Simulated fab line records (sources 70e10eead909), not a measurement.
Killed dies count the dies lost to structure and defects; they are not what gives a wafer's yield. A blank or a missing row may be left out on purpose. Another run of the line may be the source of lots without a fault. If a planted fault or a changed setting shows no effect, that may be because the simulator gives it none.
Chamber matching / flow nandHarc / NHARC_A_CONTACT_ETCH_106 on rieDiel-09 has 4 sister chambers
The step etches the open film in CF4/O2, target depth 90 nm, overetch 9 nm, time 49.5 s. 14 wafers are shown with their chamber, then 7 later ones without.

## WAFERS PAIRED WITH THEIR CHAMBERS
wafer=L078.1; chamber=1; drypumpMotorCurrentA (A)=4.7; showerheadPlenumPTorr (Torr)=1.34; rfVppV (V)=198.6
wafer=L078.3; chamber=2; drypumpMotorCurrentA (A)=6.2; showerheadPlenumPTorr (Torr)=1.43; rfVppV (V)=199.0
wafer=L078.4; chamber=0; drypumpMotorCurrentA (A)=6.0; showerheadPlenumPTorr (Torr)=1.25; rfVppV (V)=196.4
wafer=L080.1; chamber=0; drypumpMotorCurrentA (A)=6.0; showerheadPlenumPTorr (Torr)=1.25; rfVppV (V)=194.8
wafer=L080.3; chamber=1; drypumpMotorCurrentA (A)=4.7; showerheadPlenumPTorr (Torr)=1.34; rfVppV (V)=198.3
wafer=L080.5; chamber=1; drypumpMotorCurrentA (A)=4.7; showerheadPlenumPTorr (Torr)=1.34; rfVppV (V)=197.7
wafer=L086.3; chamber=3; drypumpMotorCurrentA (A)=6.5; showerheadPlenumPTorr (Torr)=1.33; rfVppV (V)=196.7
wafer=L086.4; chamber=2; drypumpMotorCurrentA (A)=6.2; showerheadPlenumPTorr (Torr)=1.42; rfVppV (V)=200.3
wafer=L086.6; chamber=2; drypumpMotorCurrentA (A)=6.1; showerheadPlenumPTorr (Torr)=1.42; rfVppV (V)=198.9
wafer=L090.3; chamber=0; drypumpMotorCurrentA (A)=6.0; showerheadPlenumPTorr (Torr)=1.24; rfVppV (V)=195.9
wafer=L090.4; chamber=3; drypumpMotorCurrentA (A)=6.4; showerheadPlenumPTorr (Torr)=1.32; rfVppV (V)=196.3
wafer=L090.6; chamber=2; drypumpMotorCurrentA (A)=6.2; showerheadPlenumPTorr (Torr)=1.42; rfVppV (V)=199.6
wafer=L091.3; chamber=0; drypumpMotorCurrentA (A)=6.0; showerheadPlenumPTorr (Torr)=1.45; rfVppV (V)=200.3
wafer=L091.4; chamber=1; drypumpMotorCurrentA (A)=4.7; showerheadPlenumPTorr (Torr)=1.33; rfVppV (V)=196.7

SIGNATURES, as means of the wafers listed above
reading=drypumpMotorCurrentA; chamber 0=6.000; chamber 1=4.700; chamber 2=6.175; chamber 3=6.450; scatter within a chamber=0.0354
reading=showerheadPlenumPTorr; chamber 0=1.2975; chamber 1=1.3375; chamber 2=1.4225; chamber 3=1.3250; scatter within a chamber=0.0559
reading=rfVppV; chamber 0=196.850; chamber 1=197.825; chamber 2=199.450; chamber 3=196.500; scatter within a chamber=1.44
Rule: a wafer lies at a distance from a chamber equal to the root of the sum of squares, over the readings, of (its reading less the chamber's mean, divided by the reading's scatter). If the next closest chamber is less than 2 further off than the closest, the wafer can't be placed; otherwise it belongs to the closest. The scatter: the root of (the sum of the squares of (reading less its chamber's mean) over the shown wafers, divided by (wafers less chambers)).

## WAFERS MISSING THEIR CHAMBER
wafer=L091.6; drypumpMotorCurrentA (A)=4.7; showerheadPlenumPTorr (Torr)=1.33; rfVppV (V)=198.1
wafer=L094.2; drypumpMotorCurrentA (A)=4.7; showerheadPlenumPTorr (Torr)=1.33; rfVppV (V)=197.2
wafer=L094.4; drypumpMotorCurrentA (A)=6.0; showerheadPlenumPTorr (Torr)=1.44; rfVppV (V)=199.7
wafer=L094.6; drypumpMotorCurrentA (A)=4.7; showerheadPlenumPTorr (Torr)=1.33; rfVppV (V)=197.2
wafer=L097.2; drypumpMotorCurrentA (A)=4.7; showerheadPlenumPTorr (Torr)=1.33; rfVppV (V)=198.6
wafer=L097.4; drypumpMotorCurrentA (A)=6.0; showerheadPlenumPTorr (Torr)=1.44; rfVppV (V)=202.4
wafer=L097.6; drypumpMotorCurrentA (A)=6.0; showerheadPlenumPTorr (Torr)=1.44; rfVppV (V)=198.8

## THE CHAMBER EACH PASSED THROUGH
wafer=L091.6; from the rows above=1; in truth=1
wafer=L094.2; from the rows above=1; in truth=1
wafer=L094.4; from the rows above=can't be placed: 0 or 2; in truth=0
wafer=L094.6; from the rows above=1; in truth=1
wafer=L097.2; from the rows above=1; in truth=1
wafer=L097.4; from the rows above=can't be placed: 0 or 2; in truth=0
wafer=L097.6; from the rows above=0; in truth=0
Correctly placed: 5 of 7. Cannot be placed on the basis of these rows: 2; the candidates contain the true chamber in 2. Wrongly placed: 0.
